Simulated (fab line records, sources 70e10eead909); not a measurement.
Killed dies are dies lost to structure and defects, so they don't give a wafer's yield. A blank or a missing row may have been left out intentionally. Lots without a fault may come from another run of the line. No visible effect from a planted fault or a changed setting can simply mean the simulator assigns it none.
A lot that was struck, set against a sound lot + flow nand-harc + 42 out of 1302 route steps
Sound: the wafers L201.1, L201.2, L201.4. Struck: wafers L215.1, L215.2, L215.3. The cause is named last.
At each step with rows: each side's tool, then ch and its chambers, then its first start. Under that, the readings that differ: sound wafers + struck wafers + difference of the means + sigmas: that difference in standard deviations of wafers without a fault.
alike: a reading whose means differ by less than 2 such deviations, as well as words and numbers matching on both sides. not compared: withheld readings; readings where some wafer has no value; bounds like >300 that might hide an equal value; numbers whose values overlap and for which the record gives no deviation.
The two part at a step that has a row with sigmas, a row that says differs or no value, or rows on one side only. Numbers that have no deviation but don't overlap get no sigmas and don't part them. A reading that every wafer of one side lacks parts them only if that side has two wafers or more.

first, 1 step without rows for these wafers: NHARC_P_GATE_DEVELOP_90 (time 70 s).
NHARC_P_GATE_CD_MEAS_91: the cd target is 2000 nm.
  sound on cd-sem-02 ch 0, day 8 11:11; struck on cd-sem-02 ch 0, day 15 05:35
  alike: cd-nm
then, 8 steps without rows for these wafers: NHARC_P_GATE_HARDBAKE_92 (time 80 s); NHARC_P_GATE_DESCUM_93 (chemistry O2, time 3 s); NHARC_P_GATE_IMPLANT_94; NHARC_P_GATE_STRIP_113 (strips in N2/H2, time 740 s); NHARC_P_GATE_STRIP_95 (strips in O2); NHARC_P_GATE_STRIP_96 (strips in SPM, time 900 s); NHARC_P_GATE_RTA_64 (time 1 s); NHARC_P_GATE_ETCH_77 (etches SiO2 in dHF, target depth 6 nm).
NHARC_P_GATE_DEGAS_109: time 60 s.
  sound: pvd-sputter-01 at day 8 13:19; struck: pvd-sputter-03 at day 15 07:41
  alike: heater-power-w
then, 1 step without rows for these wafers: NHARC_P_GATE_PRE_CLEAN_110 (time 30 s).
NHARC_P_GATE_SPUTTER_78: material Ni, target thk 10 nm.
  sound: pvd-sputter-01 at day 8 13:25; struck: pvd-sputter-03 at day 15 08:01
then, 1 step without rows for these wafers: NHARC_P_GATE_SPUTTER_79 (material TiN, target thk 10 nm).
NHARC_P_GATE_RTA_80: time 30 s.
  sound on rtp-anneal-02 ch 0, day 8 13:36; struck on rtp-anneal-01 ch 0, day 15 08:14
| reading            | sound          | struck         | difference | sigmas |
|--------------------|----------------|----------------|------------|--------|
| lamp-power-pct (%) | 1.94 1.95 1.94 | 2.14 2.14 2.14 | +0.20      | +2     |
  alike: lamp_zone_6_pct, wafer_temp_C_max
then, 1 step without rows for these wafers: NHARC_P_GATE_STRIP_67 (strips in SPM, time 600 s).
NHARC_P_GATE_RTA_82: time 30 s.
  sound on rtp-anneal-01 ch 0, day 8 14:04; struck on rtp-anneal-02 ch 0, day 15 08:42
| reading             | sound          | struck         | difference | sigmas |
|---------------------|----------------|----------------|------------|--------|
| lamp-power-pct (%)  | 4.21 4.21 4.22 | 3.82 3.82 3.82 | -0.39      | -2     |
| lamp_zone_6_pct (%) | 4.18 4.18 4.18 | 3.80 3.79 3.79 | -0.39      | -2     |
  alike: wafer_temp_C_max
NHARC_P_GATE_INSPECT_68:
  sound: defect-inspect-02 at day 8 14:16; struck: defect-inspect-01 at day 15 08:54
  alike: raw-defect-count
then, 2 steps without rows for these wafers: NHARC_P_CONTACT_DEP_30 (deposits SiNx, target thk 30 nm); NHARC_P_CONTACT_DEP_00 (deposits SiO2, target thk 500 nm).
NHARC_P_CONTACT_CMP_01: polishes SiO2, target thk 200 nm.
  sound on cmp-01 ch 0,2,3, day 8 15:02; struck on cmp-02 ch 0,1,3, day 15 10:10
  alike: motor-current-A
then, 11 steps without rows for these wafers: NHARC_P_CONTACT_SRD_03; NHARC_P_CONTACT_DEHYDRATE_04 (time 120 s); NHARC_P_CONTACT_HMDS_05 (time 30 s); NHARC_P_CONTACT_COAT_33 (time 75 s); NHARC_P_CONTACT_COAT_34 (time 65 s); NHARC_P_CONTACT_COAT_06 (resist thk 90 nm); NHARC_P_CONTACT_SOFTBAKE_07 (time 55 s); NHARC_P_CONTACT_EBR_08; NHARC_P_CONTACT_EXPOSE_09 (exposes mask P CA, target cd 90 nm); NHARC_P_CONTACT_PEB_10 (peb time 65 s); NHARC_P_CONTACT_DEVELOP_11 (develop time 35 s).
NHARC_P_CONTACT_CD_MEAS_12: the cd target is 90 nm.
  sound on cd-sem-03 ch 0, day 8 15:52; struck on cd-sem-03 ch 0, day 15 10:52
  alike: cd-nm
NHARC_P_CONTACT_OVL_MEAS_13:
  sound: overlay-02 at day 8 15:57; struck: overlay-01 at day 15 10:57
  alike: overlay-x-nm, overlay-y-nm
NHARC_P_CONTACT_INSPECT_14:
  sound: defect-inspect-01 at day 8 15:59; struck: defect-inspect-02 at day 15 10:59
  alike: raw-defect-count
then, 3 steps without rows for these wafers: NHARC_P_CONTACT_DESCUM_17 (chemistry O2, time 3 s); NHARC_P_CONTACT_ETCH_35 (etches the open film in CF4, target depth 39 nm, time 65 s); NHARC_P_CONTACT_ETCH_36 (etches the open film in N2/H2, target depth 260 nm, time 406.25 s).
NHARC_P_CONTACT_ETCH_18: etches the open film in C4F8/O2/Ar, target depth 481 nm, time 240.5 s.
  sound: rie-diel-08 ch 0,1,3; struck: rie-diel-08 ch 0,2,3
| reading               | sound             | struck            | difference | sigmas |
|-----------------------|-------------------|-------------------|------------|--------|
| oes-product-au (a.u.) | 0.969 0.958 0.980 | 0.919 0.932 0.924 | -0.044     | -2     |
  alike: rf-vpp-V
  not compared: rf-hours-counter-h
then, 3 steps without rows for these wafers: NHARC_P_CONTACT_STRIP_37 (strips in C4F8/O2/Ar); NHARC_P_CONTACT_ETCH_31 (etches the open film in CH3F/O2, target depth 30 nm, time 85.7 s); NHARC_END_SORT_01.

WHERE THEY PART
Earliest at NHARC_P_GATE_RTA_80; latest, in this record, at NHARC_P_CONTACT_ETCH_18.

WHY: what the simulator had put in
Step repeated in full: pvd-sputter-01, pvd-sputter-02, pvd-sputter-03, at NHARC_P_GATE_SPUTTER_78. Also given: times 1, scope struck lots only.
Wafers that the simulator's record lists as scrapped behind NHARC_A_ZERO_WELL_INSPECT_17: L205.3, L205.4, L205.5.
